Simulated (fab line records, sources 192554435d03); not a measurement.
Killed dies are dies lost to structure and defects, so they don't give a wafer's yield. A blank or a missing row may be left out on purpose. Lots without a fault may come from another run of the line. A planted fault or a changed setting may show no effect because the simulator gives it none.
Chamber matching | flow n5_finfet | N5_BEOL_M13_DESCUM_33 on rie_diel-04: 4 sister chambers
The step chemistry O2, time 7.9 s. 8 wafers are shown with their chamber, then 9 later ones without.

WAFERS WITH THEIR CHAMBER
wafer  | chamber | drypump_motor_current_A (A) | throttle_valve_pct (%)
L077.5 | 2       | 4.9                         | 20.43
L080.2 | 2       | 4.9                         | 20.44
L084.3 | 0       | 5.3                         | 20.38
L089.5 | 3       | 5.9                         | 20.11
L089.6 | 1       | 6.3                         | 20.02
L092.1 | 0       | 5.3                         | 20.41
L092.4 | 1       | 6.2                         | 20.06
L092.6 | 3       | 5.9                         | 20.12

WAFERS WITHOUT THEIR CHAMBER
wafer  | drypump_motor_current_A (A) | throttle_valve_pct (%)
L095.1 | 4.9                         | 20.18
L095.5 | 4.9                         | 20.18
L095.6 | 5.3                         | 20.41
L097.3 | 5.3                         | 20.43
L097.4 | 4.9                         | 20.20
L097.6 | 5.9                         | 20.15
L096.1 | 4.9                         | 20.20
L096.2 | 5.9                         | 20.14
L096.4 | 5.3                         | 20.44

WHICH CHAMBER EACH WENT THROUGH
wafer  | from the rows above | in truth
L095.1 | 2                   | 2
L095.5 | 2                   | 2
L095.6 | 0                   | 0
L097.3 | 0                   | 0
L097.4 | 2                   | 2
L097.6 | 3                   | 3
L096.1 | 2                   | 2
L096.2 | 3                   | 3
L096.4 | 0                   | 0
Placed correctly: 9 of 9. Can't be placed from these rows: 0. Placed wrongly: 0.
How it was worked out, from the rows above alone: a wafer's distance from a chamber is the root of the sum, over the readings, of the square of ((its reading less the chamber's mean) divided by the reading's scatter). The wafer belongs to the nearest chamber; if the next one is less than 2 further off, it can't be placed. A chamber's mean is the mean of its shown wafers. The scatter: the root of (the sum of the squares of (reading less its chamber's mean) over the shown wafers, divided by (wafers less chambers)).
